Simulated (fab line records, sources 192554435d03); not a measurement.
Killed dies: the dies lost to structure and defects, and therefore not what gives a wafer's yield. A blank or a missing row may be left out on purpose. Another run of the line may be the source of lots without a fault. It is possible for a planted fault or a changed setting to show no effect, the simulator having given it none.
Matching of chambers :: flow n5_finfet :: rie_diel-01 running N5_BEOL_M0_SAQP_STRIP_86: 4 sister chambers
The step strips in N2/H2. 8 wafers are shown with their chamber, then 7 later ones without.

## WAFERS, EACH WITH ITS CHAMBER
wafer: L078.2
chamber: 0
drypump_motor_current_A (A): 5.07
showerhead_plenum_p_Torr (Torr): 3.40

wafer: L081.1
chamber: 0
drypump_motor_current_A (A): 5.08
showerhead_plenum_p_Torr (Torr): 3.40

wafer: L081.6
chamber: 2
drypump_motor_current_A (A): 5.69
showerhead_plenum_p_Torr (Torr): 3.34

wafer: L085.1
chamber: 1
drypump_motor_current_A (A): 5.61
showerhead_plenum_p_Torr (Torr): 3.47

wafer: L085.2
chamber: 2
drypump_motor_current_A (A): 5.69
showerhead_plenum_p_Torr (Torr): 3.33

wafer: L085.6
chamber: 3
drypump_motor_current_A (A): 5.67
showerhead_plenum_p_Torr (Torr): 3.25

wafer: L092.1
chamber: 1
drypump_motor_current_A (A): 5.58
showerhead_plenum_p_Torr (Torr): 3.47

wafer: L092.3
chamber: 3
drypump_motor_current_A (A): 5.68
showerhead_plenum_p_Torr (Torr): 3.25

## WAFERS WHOSE CHAMBER IS MISSING
wafer: L092.5
drypump_motor_current_A (A): 5.59
showerhead_plenum_p_Torr (Torr): 3.46

wafer: L094.1
drypump_motor_current_A (A): 5.59
showerhead_plenum_p_Torr (Torr): 3.46

wafer: L094.2
drypump_motor_current_A (A): 5.08
showerhead_plenum_p_Torr (Torr): 3.39

wafer: L094.4
drypump_motor_current_A (A): 5.70
showerhead_plenum_p_Torr (Torr): 3.32

wafer: L097.2
drypump_motor_current_A (A): 5.08
showerhead_plenum_p_Torr (Torr): 3.39

wafer: L097.4
drypump_motor_current_A (A): 5.68
showerhead_plenum_p_Torr (Torr): 3.32

wafer: L097.6
drypump_motor_current_A (A): 5.10
showerhead_plenum_p_Torr (Torr): 3.39

## CHAMBER TAKEN BY EACH
wafer: L092.5
from the rows above: 1
in truth: 1

wafer: L094.1
from the rows above: 1
in truth: 1

wafer: L094.2
from the rows above: 0
in truth: 0

wafer: L094.4
from the rows above: 2
in truth: 2

wafer: L097.2
from the rows above: 0
in truth: 0

wafer: L097.4
from the rows above: 2
in truth: 2

wafer: L097.6
from the rows above: 0
in truth: 0
Correct placement for 7 of the 7. Left unplaced by these rows: 0. Wrongly placed: 0.
How it was worked out, from the rows above alone: a wafer's distance from a chamber is the root of the sum, over the readings, of the square of ((its reading less the chamber's mean) divided by the reading's scatter). If the next closest chamber is less than 2 further off than the closest, the wafer can't be placed; otherwise it belongs to the closest. The mean given for a chamber averages the wafers shown for that chamber. How the scatter is found: for the shown wafers, subtract from each reading the mean of its chamber, square and add these, divide the total by (wafers less chambers), then take the root.
